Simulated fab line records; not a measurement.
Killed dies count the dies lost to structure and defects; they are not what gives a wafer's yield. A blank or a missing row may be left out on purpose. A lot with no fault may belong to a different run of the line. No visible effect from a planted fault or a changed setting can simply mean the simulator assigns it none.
fab line records    flow n5_finfet
[record] lots = 7  wafers = 39
route steps=1938 shown BEOL_M5@1160 BEOL_M8@1336
start_h: the number of hours between the record's first day and the start of the first shown wafer of the lot    wait_h: hours elapsed since this lot's preceding step    " identical to the entry in the row above    L1.1+2: a single row standing in for several wafers    - no value, or no start was given    * or withheld: withheld    < > ~ a bound
route shown NAME@n: names a module that has steps shown in the file, with the first one's number in the route    usual: average and standard deviation across the fault-free wafers    same: alike in all rows    chamber/n: place in a boat    sites: the reading at each site    _std_site: the standard deviation of these    _edge_site: outer sites' mean less inner sites'    radius_mm: how far each site lies from the wafer's centre    mask NAME#n: copy n    behind: the tool/chamber that last shaped the wafer    hold: why the lot was held/for how many hours/how that ended    device: whichever transistor did not switch (one of n, p or np)    end of line: at the end of the route, the tests of the same wafers    step lacking rows: just its recipe    killed: dies lost to structure and defects at the first sort, not the wafer's yield    map: a wafer's dies, x killed, . not, _ none there
set.NAME: the setting that was run; set.NAME@STEP: the one run at that earlier step    model.NAME: the simulator's own value behind a step, which no gauge read
lots with deliberately changed settings; one table per step, one row per wafer
[[steps]]
[step N5_BEOL_M5_TRENCH_ETCH_37]
[recipe] chemistry = C4F6/O2  target_depth_a = 716.52  target = SiCOH_lowk  time_s = 24.7  ion_energy_ev = 250  pressure_mtorr = 30  source_w = 345  bias_w = 185  Ar_flow_sccm = 300  C4F6_flow_sccm = 10  O2_flow_sccm = 10
lot.wafer  tool         chamber  start_h  wait_h  set.time_s  model.BEOL_M5.feature_depth_nm  model.etch.depth_nm  model.TiN_of_BEOL_M5_HM_DEP_02.thk_nm
L075.1     rie_diel-03  3        -        -       24.7        69.6                            69.68                18
L075.2     "            0        "        "       24.7        70.2                            70.28                18
L075.3     "            2        "        "       24.7        74                              73.93                17.8
L075.4     "            1        "        "       24.7        69.6                            69.58                18
L075.5     "            0        "        "       24.7        71.2                            71.14                18
L075.6     "            3        "        "       24.7        69.4                            69.46                18.2
L079.1     rie_diel-03  1        -        -       24.7        68.2                            68.29                18
L079.2+6   "            2        "        "       24.7        73                              72.92                18
L079.3     "            3        "        "       24.7        69                              69.05                18
L079.4     "            3        "        "       24.7        68.8                            68.73                18.4
L079.5     "            1        "        "       24.7        68                              67.98                18.2
L083.1     rie_diel-06  1        -        -       24.7        68.6                            68.62                17.8
L083.2     "            2        "        "       16.87       49.4                            49.33                18.4
L083.3     "            3        "        "       16.87       46.6                            46.65                18.6
L083.4     "            0        "        "       16.87       48.6                            48.58                18.4
L083.5     "            3        "        "       24.7        69                              69.09                17.6
L083.6     "            2        "        "       24.7        73                              72.95                17.8
L090.1     rie_diel-06  1        -        -       19.03       53.6                            53.59                18.8
L090.2     "            2        "        "       24.7        72.6                            72.68                17.8
L090.3     "            3        "        "       24.7        70                              69.92                18
L090.4     "            0        "        "       19.03       55                              54.95                18.4
L090.5     "            2        "        "       19.03       55.6                            55.68                18.4
L090.6     "            3        "        "       24.7        69.4                            69.42                18
L088.1     rie_diel-04  0        -        -       10.34       29.2                            29.27                18.8
L088.2     "            1        "        "       24.7        69.8                            69.83                17.8
L088.3     "            3        "        "       10.34       29.4                            29.37                19.2
L088.4     "            2        "        "       24.7        73.2                            73.29                18
L088.5     "            3        "        "       24.7        70.8                            70.8                 17.6
L088.6     "            0        "        "       10.34       29.6                            29.51                19
L091.1     rie_diel-04  1        -        -       24.7        69                              69.04                17.8
L091.2     "            0        "        "       24.7        69.6                            69.53                18
L091.3     "            2        "        "       24.7        73.6                            73.58                17.6
L091.4     "            3        "        "       24.7        70.4                            70.31                17.6
L091.5     "            1        "        "       24.7        69.6                            69.5                 17.6
L091.6     "            0        "        "       24.7        69.6                            69.51                17.8
L092.1     rie_diel-03  1        -        -       24.7        68.6                            68.55                18
L092.5     "            3        "        "       24.7        69.4                            69.33                17.8
L092.6     "            2        "        "       24.7        73.6                            73.58                18
[step N5_BEOL_M5_ETCH_41]
[recipe] chemistry = CH3F/O2  target = SiCN  target_depth_a = 315  taper_deg = 2  time_s = 56.7  ion_energy_ev = 120  mask_material = TiN  pressure_mtorr = 30  source_w = 395  bias_w = 75  Ar_flow_sccm = 150  CH3F_flow_sccm = 30  O2_flow_sccm = 20
[step N5_BEOL_M5_STRIP_91]
[recipe] chemistry = N2/H2  time_s = 10  power_w = 450  temp_c = 40  pressure_mtorr = 20  rf_frequency_hz = 6e+07  bias_power_w = 7  n2_flow_sccm = 200  h2_flow_sccm = 200
[step N5_BEOL_M5_OCD_MEAS_38]
[usual] trench_depth_nm = 70.7/1.9
lot.wafer  tool    chamber  start_h  wait_h  set.time_s@BEOL_M5_TRENCH_ETCH_37  trench_depth_nm
L075.1     ocd-01  -        190.74   -       24.7                               69.4
L075.2     "       -        "        "       24.7                               70.6
L075.3     "       -        "        "       24.7                               73.4
L075.4     "       -        "        "       24.7                               69.8
L075.5     "       -        "        "       24.7                               71.6
L075.6     "       -        "        "       24.7                               69.6
L079.1     ocd-02  -        239.04   -       24.7                               68.6
L079.2     "       -        "        "       24.7                               72.8
L079.3     "       -        "        "       24.7                               68.7
L079.4     "       -        "        "       24.7                               68.6
L079.5     "       -        "        "       24.7                               67.6
L079.6     "       -        "        "       24.7                               72.9
L083.1     ocd-01  -        244.94   -       24.7                               68.7
L083.2     "       -        "        "       16.87                              50.0
L083.3     "       -        "        "       16.87                              46.3
L083.4     "       -        "        "       16.87                              48.3
L083.5     "       -        "        "       24.7                               68.9
L083.6     "       -        "        "       24.7                               73.2
L090.1     ocd-01  -        271.30   -       19.03                              53.6
L090.2     "       -        "        "       24.7                               72.5
L090.3     "       -        "        "       24.7                               69.3
L090.4     "       -        "        "       19.03                              55.6
L090.5     "       -        "        "       19.03                              55.4
L090.6     "       -        "        "       24.7                               69.6
L088.1     ocd-02  -        277.06   -       10.34                              29.1
L088.2     "       -        "        "       24.7                               69.3
L088.3     "       -        "        "       10.34                              29.5
L088.4     "       -        "        "       24.7                               72.7
L088.5     "       -        "        "       24.7                               70.8
L088.6     "       -        "        "       10.34                              29.3
L091.1     ocd-01  -        286.83   -       24.7                               68.7
L091.2     "       -        "        "       24.7                               69.2
L091.3     "       -        "        "       24.7                               73.4
L091.4     "       -        "        "       24.7                               70.4
L091.5     "       -        "        "       24.7                               69.9
L091.6     "       -        "        "       24.7                               69.7
L092.1     ocd-02  -        287.30   -       24.7                               68.7
L092.5     "       -        "        "       24.7                               69.7
L092.6     "       -        "        "       24.7                               73.3
[step N5_BEOL_M5_HM_STRIP_39]
[recipe] chemistry = peroxide_tin_strip  material = TiN  target_depth_a = 250  temp_c = 50  time_s = 158
[step N5_BEOL_M5_SRD_40]
[recipe] time_s = 30  temp_c = 23  rinse_liquid = diw  dry = ipa_marangoni
[step N5_BEOL_M5_ECD_50]
[recipe] material = Cu  target_thk_a = 3000
[step N5_BEOL_M5_ANNEAL_51]
[recipe] temp_c = 225  time_s = 90  ambient = N2
[step N5_BEOL_M5_CMP_52]
[recipe] stop_on = SiCOH_lowk  t_overpolish_s = 6.9  down_force_psi = 1  platen_rpm = 50  clearing_platen_down_force_psi = 1.5  clearing_platen_rpm = 50  post_cmp_clean = cu_alkaline  target_thk_nm = 62  clearing_platen_pad_velocity_m_s = 0.99484  pad_velocity_m_s = 0.99484
lot.wafer  tool    chamber  start_h  wait_h  set.time_s@BEOL_M5_TRENCH_ETCH_37  model.Cu_of_BEOL_M5_ECD_50.thk_nm
L075.4     cmp-01  2        197.43   0.1     24.7                               58.8
L075.2     "       3        "        "       24.7                               61.6
L075.1     "       0        "        "       24.7                               60
L075.3     "       1        "        "       24.7                               65.4
L075.5     "       2        "        "       24.7                               60.4
L075.6     "       3        "        "       24.7                               61.8
L079.3     cmp-03  1        245.39   0.2     24.7                               59.2
L079.2     "       2        "        "       24.7                               64.8
L079.4     "       3        "        "       24.7                               58
L079.1     "       0        "        "       24.7                               60
L079.5     "       1        "        "       24.7                               58.2
L079.6     "       2        "        "       24.7                               64.2
L083.2     cmp-03  0        252.62   0.2     16.87                              41.2
L083.1+5   "       1        "        "       24.7                               57.6
L083.4     "       2        "        "       16.87                              39
L083.3     "       3        "        "       16.87                              35.6
L083.6     "       0        "        "       24.7                               63.8
L090.3     cmp-01  0        277.72   0.2     24.7                               61.2
L090.4     "       1        "        "       19.03                              43.8
L090.2     "       2        "        "       24.7                               60.8
L090.1     "       3        "        "       19.03                              43.2
L090.5     "       0        "        "       19.03                              45.6
L090.6     "       1        "        "       24.7                               59.4
L088.1     cmp-01  3        284.87   0.3     10.34                              20.4
L088.3     "       0        "        "       10.34                              20.6
L088.2     "       1        "        "       24.7                               60.2
L088.4     "       2        "        "       24.7                               62.6
L088.5     "       3        "        "       24.7                               62.2
L088.6     "       0        "        "       10.34                              21.2
L091.2     cmp-02  2        293.23   0.2     24.7                               59
L091.4+6   "       3,2      "        "       24.7                               59.2
L091.1     "       0        "        "       24.7                               59.4
L091.3     "       1        "        "       24.7                               63
L091.5     "       3        "        "       24.7                               58.8
L092.1     cmp-03  2        293.63   0.3     24.7                               59.6
L092.5     "       0        "        "       24.7                               60
L092.6     "       1        "        "       24.7                               63.2
[step N5_BEOL_M5_THK_MEAS_53]
[recipe] thk_meas_gauge = xrf  reads = Cu_of_BEOL_M5_ECD_50
[usual] M5_THK = 61.9/2.3
lot.wafer  tool           chamber  start_h  wait_h  set.time_s@BEOL_M5_TRENCH_ETCH_37  M5_THK[nm]
L075.1     film_metro-02  -        197.73   -       24.7                               61.0
L075.2     "              -        "        "       24.7                               62.3
L075.3     "              -        "        "       24.7                               66.3
L075.4     "              -        "        "       24.7                               59.4
L075.5     "              -        "        "       24.7                               61.1
L075.6     "              -        "        "       24.7                               62.5
L079.1     film_metro-01  -        245.68   -       24.7                               60.7
L079.2     "              -        "        "       24.7                               65.9
L079.3     "              -        "        "       24.7                               59.9
L079.4     "              -        "        "       24.7                               58.7
L079.5     "              -        "        "       24.7                               58.7
L079.6     "              -        "        "       24.7                               65.3
L083.1     film_metro-02  -        252.92   -       24.7                               58.1
L083.2     "              -        "        "       16.87                              41.7
L083.3     "              -        "        "       16.87                              35.9
L083.4     "              -        "        "       16.87                              39.7
L083.5     "              -        "        "       24.7                               58.3
L083.6     "              -        "        "       24.7                               64.7
L090.1     film_metro-02  -        278.01   -       19.03                              43.6
L090.2     "              -        "        "       24.7                               60.9
L090.3     "              -        "        "       24.7                               62.0
L090.4     "              -        "        "       19.03                              44.3
L090.5     "              -        "        "       19.03                              45.9
L090.6     "              -        "        "       24.7                               60.0
L088.1     film_metro-01  -        285.17   -       10.34                              20.5
L088.2     "              -        "        "       24.7                               60.2
L088.3     "              -        "        "       10.34                              20.6
L088.4     "              -        "        "       24.7                               63.2
L088.5     "              -        "        "       24.7                               62.6
L088.6     "              -        "        "       10.34                              21.4
L091.1     film_metro-01  -        293.52   -       24.7                               59.7
L091.2     "              -        "        "       24.7                               59.0
L091.3     "              -        "        "       24.7                               63.4
L091.4     "              -        "        "       24.7                               59.5
L091.5     "              -        "        "       24.7                               58.9
L091.6     "              -        "        "       24.7                               59.3
L092.1     film_metro-02  -        293.85   -       24.7                               60.5
L092.5     "              -        "        "       24.7                               60.7
L092.6     "              -        "        "       24.7                               63.7
[step N5_BEOL_M5_PRE_CLEAN_77]
[recipe] gas = NH3/H2  time_s = 15  temp_c = *  rf_power_w = 300
[step N5_BEOL_M5_CO_CAP_78]
[recipe] material = Co  target_thk_a = 20  temp_c = 200  precursor = CCTBA/H2  pressure_torr = 30  time_s = 102.1
[step N5_BEOL_M5_PRE_CLEAN_55]
[recipe] gas = NH3  time_s = 15  temp_c = withheld  rf_power_w = 300
[step N5_BEOL_M5_DEP_56]
[recipe] material = SiCN  target_thk_a = 80  temp_c = withheld  precursor = 3MS/NH3  pressure_torr = 3  rf_w = 202  time_s = 14
[step N5_BEOL_M5_RS_MEAS_57]
[recipe] thk_meas_gauge = four-point-probe  reads = Co_of_BEOL_M5_CO_CAP_78+Cu_of_BEOL_M5_ECD_50+Co_of_BEOL_M5_CVD_47+TaN_of_BEOL_M5_ALD_86
[usual] M5_RS = 0.393/0.018
lot.wafer  tool           chamber  start_h  wait_h  set.time_s@BEOL_M5_TRENCH_ETCH_37  M5_RS[ohm/sq]
L075.1     film_metro-02  -        197.99   0.0     24.7                               0.402
L075.2     "              -        "        "       24.7                               0.391
L075.3     "              -        "        "       24.7                               0.363
L075.4     "              -        "        "       24.7                               0.413
L075.5     "              -        "        "       24.7                               0.399
L075.6     "              -        "        "       24.7                               0.388
L079.1     film_metro-02  -        246.12   0.0     24.7                               0.402
L079.2     "              -        "        "       24.7                               0.367
L079.3     "              -        "        "       24.7                               0.408
L079.4     "              -        "        "       24.7                               0.420
L079.5     "              -        "        "       24.7                               0.418
L079.6     "              -        "        "       24.7                               0.370
L083.1     film_metro-02  -        253.18   0.0     24.7                               0.423
L083.2     "              -        "        "       16.87                              0.644
L083.3     "              -        "        "       16.87                              0.781
L083.4     "              -        "        "       16.87                              0.689
L083.5     "              -        "        "       24.7                               0.424
L083.6     "              -        "        "       24.7                               0.373
L090.1     film_metro-01  -        278.27   0.0     19.03                              0.604
L090.2     "              -        "        "       24.7                               0.396
L090.3     "              -        "        "       24.7                               0.392
L090.4     "              -        "        "       19.03                              0.596
L090.5     "              -        "        "       19.03                              0.566
L090.6     "              -        "        "       24.7                               0.407
L088.1     film_metro-02  -        285.46   0.1     10.34                              1.642
L088.2     "              -        "        "       24.7                               0.401
L088.3     "              -        "        "       10.34                              1.633
L088.4     "              -        "        "       24.7                               0.381
L088.5     "              -        "        "       24.7                               0.386
L088.6     "              -        "        "       10.34                              1.553
L091.1     film_metro-02  -        293.88   0.0     24.7                               0.408
L091.2     "              -        "        "       24.7                               0.411
L091.3     "              -        "        "       24.7                               0.379
L091.4     "              -        "        "       24.7                               0.409
L091.5     "              -        "        "       24.7                               0.413
L091.6     "              -        "        "       24.7                               0.409
L092.1     film_metro-01  -        294.11   0.0     24.7                               0.405
L092.5     "              -        "        "       24.7                               0.402
L092.6     "              -        "        "       24.7                               0.377
[step N5_BEOL_M8_HM_DEP_02]
[recipe] material = TiN  target_thk_a = 200  temp_c = 25  chamber_pressure_pa = 0.49996
lot.wafer   tool            chamber  start_h  wait_h  set.target_thk_a  model.TiN_of_BEOL_M8_HM_DEP_02.thk_nm
L075.1      pvd_sputter-01  -        216.36   1.5     200               20.4
L075.2+3+5  "               -        "        "       200               20.2
L075.4+6    "               -        "        "       200               20
L079.1+5    pvd_sputter-01  -        266.11   2.0     200               20
L079.2+3    "               -        "        "       274.2             27.6
L079.4      "               -        "        "       200               20.4
L079.6      "               -        "        "       274.2             27.4
L083.1+2    pvd_sputter-03  -        277.03   2.8     113.6             11.4
L083.3      "               -        "        "       113.6             11.6
L083.4+5    "               -        "        "       200               20.2
L083.6      "               -        "        "       200               20
L090.1      pvd_sputter-03  -        297.08   0.6     167               16.2
L090.2      "               -        "        "       200               19.8
L090.3      "               -        "        "       167               16.4
L090.4+5    "               -        "        "       200               19.6
L090.6      "               -        "        "       167               16.6
L088.1+2+4  pvd_sputter-01  -        304.61   0.4     200               20.2
L088.3      "               -        "        "       104.3             10.4
L088.5+6    "               -        "        "       104.3             10.6
L092.1+5+6  pvd_sputter-03  -        316.00   2.3     200               20.2
L091.1      pvd_sputter-02  -        317.17   0.2     200               19.8
L091.2+5    "               -        "        "       150.4             15.2
L091.3      "               -        "        "       200               20.2
L091.4      "               -        "        "       200               20
L091.6      "               -        "        "       150.4             15
[step N5_BEOL_M8_COAT_59]
[recipe] resist = SOC  temp_c = 250  time_s = 60  spin_rpm = 1500  resist_thk_nm = 100
[step N5_BEOL_M8_COAT_60]
[recipe] resist = SiARC  temp_c = 220  time_s = 60  spin_rpm = 1500  resist_thk_nm = 35
[step N5_BEOL_M8_STRIP_68]
[recipe] chemistry = N2/H2  temp_c = 40  n2_flow_sccm = 200  h2_flow_sccm = 200  rf_frequency_hz = 6e+07
[step N5_BEOL_M8_STRIP_67]
[recipe] chemistry = CF4  resist = SiARC  power_w = 300  bias_power_w = 75  pressure_mtorr = 50  cf4_flow_sccm = 150  rf_frequency_hz = 6e+07
[step N5_BEOL_M8_HM_OPEN_17]
[recipe] chemistry = Cl2/BCl3  target_depth_a = 200  overetch_a = 60  target = TiN  mask_material = SOC  ion_energy_ev = 150  pressure_mtorr = 10  icp_w = 1000  bias_w = 126  Cl2_flow_sccm = 53.25  bcl3_flow_sccm = 21.75  Ar_flow_sccm = 25
lot.wafer  tool          chamber  start_h  wait_h  set.target_thk_a@BEOL_M8_HM_DEP_02  model.etch.depth_nm
L075.1     rie_metal-03  1        217.44   0.0     200                                 20.3
L075.2     "             0        "        "       200                                 20.15
L075.3     "             0        "        "       200                                 20.13
L075.4     "             1        "        "       200                                 20
L075.5     "             0        "        "       200                                 20.1
L075.6     "             1        "        "       200                                 19.9
L079.1     rie_metal-01  1        267.00   0.0     200                                 20.01
L079.2     "             0        "        "       274.2                               26.05
L079.3     "             1        "        "       274.2                               26.48
L079.4     "             0        "        "       200                                 20.37
L079.5     "             0        "        "       200                                 20.06
L079.6     "             1        "        "       274.2                               26.45
L083.1     rie_metal-03  0        277.90   0.0     113.6                               11.43
L083.2     "             1        "        "       113.6                               11.42
L083.3     "             1        "        "       113.6                               11.56
L083.4     "             0        "        "       200                                 20.11
L083.5     "             1        "        "       200                                 20.18
L083.6     "             0        "        "       200                                 19.91
L090.1     rie_metal-03  0        298.09   0.0     167                                 16.15
L090.2     "             1        "        "       200                                 19.85
L090.3     "             1        "        "       167                                 16.49
L090.4     "             0        "        "       200                                 19.66
L090.5     "             0        "        "       200                                 19.63
L090.6     "             1        "        "       167                                 16.58
L088.1     rie_metal-03  1        305.35   0.0     200                                 20.23
L088.2     "             0        "        "       200                                 20.17
L088.3     "             0        "        "       104.3                               10.36
L088.4     "             1        "        "       200                                 20.27
L088.5     "             1        "        "       104.3                               10.54
L088.6     "             0        "        "       104.3                               10.59
L092.1     rie_metal-03  0        316.98   0.0     200                                 20.11
L092.5     "             1        "        "       200                                 20.29
L092.6     "             0        "        "       200                                 20.2
L091.1     rie_metal-03  0        317.91   0.0     200                                 19.88
L091.2     "             1        "        "       150.4                               15.22
L091.3     "             1        "        "       200                                 20.16
L091.4     "             0        "        "       200                                 20.09
L091.5     "             0        "        "       150.4                               15.14
L091.6     "             1        "        "       150.4                               14.95
[step N5_BEOL_M8_SPUTTER_48]
[recipe] material = Cu  target_thk_a = 100  temp_c = -20  bias_v = 60  power_w = 26000  chamber_pressure_pa = 0.13  time_s = 1.667
lot.wafer         tool            chamber  start_h  wait_h  set.time_s
L075.1+3+4        pvd_sputter-01  -        221.67   0.1     0.7913
L075.2+5+6        "               -        "        "       1.667
L079.1+4+6        pvd_sputter-03  -        269.31   0.1     1.667
L079.2+3+5        "               -        "        "       0.9423
L083.1+2+4        pvd_sputter-01  -        281.37   0.1     1.054
L083.3+5+6        "               -        "        "       1.667
L090.1+2+3+4+5+6  pvd_sputter-02  -        301.64   0.1     1.667
L088.1+2+3+4+5+6  pvd_sputter-01  -        307.80   0.2     1.667
L092.1+5+6        pvd_sputter-01  -        321.33   0.2     1.667
L091.1+4+5        pvd_sputter-02  -        321.78   0.1     0.9673
L091.2+3+6        "               -        "        "       1.667
[step N5_BEOL_M8_ECD_50]
[recipe] material = Cu  target_thk_a = 3000
[step N5_BEOL_M8_ANNEAL_51]
[recipe] temp_c = 225  time_s = 90  ambient = N2
[step N5_BEOL_M8_DEP_56]
[recipe] material = SiCN  target_thk_a = 100  temp_c = withheld  precursor = 3MS/NH3  pressure_torr = 3  rf_w = 202  time_s = 17.5
[step N5_BEOL_M8_INSPECT_58]
[recipe] inspect_instrument = darkfield  mode = post_dep
[usual] raw_defect_count = 65/24
lot.wafer  tool               chamber  start_h  wait_h  set.time_s@BEOL_M8_SPUTTER_48  raw_defect_count
L075.1     defect_inspect-01  -        222.71   0.0     0.7913                         204
L075.2     "                  -        "        "       1.667                          54
L075.3     "                  -        "        "       0.7913                         207
L075.4     "                  -        "        "       0.7913                         197
L075.5     "                  -        "        "       1.667                          52
L075.6     "                  -        "        "       1.667                          73
L079.1     defect_inspect-02  -        270.61   0.0     1.667                          58
L079.2     "                  -        "        "       0.9423                         123
L079.3     "                  -        "        "       0.9423                         120
L079.4     "                  -        "        "       1.667                          57
L079.5     "                  -        "        "       0.9423                         149
L079.6     "                  -        "        "       1.667                          52
L083.1     defect_inspect-01  -        282.34   0.0     1.054                          79
L083.2     "                  -        "        "       1.054                          75
L083.3     "                  -        "        "       1.667                          37
L083.4     "                  -        "        "       1.054                          86
L083.5     "                  -        "        "       1.667                          36
L083.6     "                  -        "        "       1.667                          18
L090.1     defect_inspect-02  -        302.74   0.0     1.667                          64
L090.2     "                  -        "        "       1.667                          43
L090.3     "                  -        "        "       1.667                          69
L090.4     "                  -        "        "       1.667                          60
L090.5     "                  -        "        "       1.667                          83
L090.6     "                  -        "        "       1.667                          68
L088.1     defect_inspect-02  -        308.80   0.0     1.667                          55
L088.2     "                  -        "        "       1.667                          80
L088.3     "                  -        "        "       1.667                          73
L088.4     "                  -        "        "       1.667                          54
L088.5     "                  -        "        "       1.667                          31
L088.6     "                  -        "        "       1.667                          36
L092.1     defect_inspect-02  -        322.51   0.0     1.667                          57
L092.5     "                  -        "        "       1.667                          52
L092.6     "                  -        "        "       1.667                          24
L091.1     defect_inspect-02  -        323.74   0.0     0.9673                         210
L091.2     "                  -        "        "       1.667                          82
L091.3     "                  -        "        "       1.667                          72
L091.4     "                  -        "        "       0.9673                         128
L091.5     "                  -        "        "       0.9673                         135
L091.6     "                  -        "        "       1.667                          74
[[key]]
[split] step = N5_BEOL_M5_TRENCH_ETCH_37  setting = time_s  stated = 24.7  by = wafer
[response] step = N5_BEOL_M5_TRENCH_ETCH_37  reading = model.BEOL_M5.feature_depth_nm  change = +0.712  per = 1%  r = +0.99
[response] step = N5_BEOL_M5_TRENCH_ETCH_37  reading = model.etch.depth_nm  change = +0.713  per = 1%  r = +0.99
[response] step = N5_BEOL_M5_TRENCH_ETCH_37  reading = model.TiN_of_BEOL_M5_HM_DEP_02.thk_nm  change = -0.0217  per = 1%  r = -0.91
[response] step = N5_BEOL_M5_OCD_MEAS_38  reading = trench_depth_nm  change = +0.709  per = 1%  r = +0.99
[response] step = N5_BEOL_M5_CMP_52  reading = model.Cu_of_BEOL_M5_ECD_50.thk_nm  change = +0.696  per = 1%  r = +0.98
[response] step = N5_BEOL_M5_THK_MEAS_53  reading = M5_THK  change = +0.701  per = 1%  r = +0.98
[response] step = N5_BEOL_M5_RS_MEAS_57  reading = M5_RS  change = -0.0173  per = 1%  r = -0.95
[split] step = N5_BEOL_M8_HM_DEP_02  setting = target_thk_a  stated = 200  by = wafer
[response] step = N5_BEOL_M8_HM_DEP_02  reading = model.TiN_of_BEOL_M8_HM_DEP_02.thk_nm  change = +0.2  per = 1%  r = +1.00
[response] step = N5_BEOL_M8_HM_OPEN_17  reading = model.etch.depth_nm  change = +0.194  per = 1%  r = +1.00
[split] step = N5_BEOL_M8_SPUTTER_48  setting = time_s  stated = 1.667  by = wafer
[response] step = N5_BEOL_M8_INSPECT_58  reading = raw_defect_count  change = -2.06  per = 1%  r = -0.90
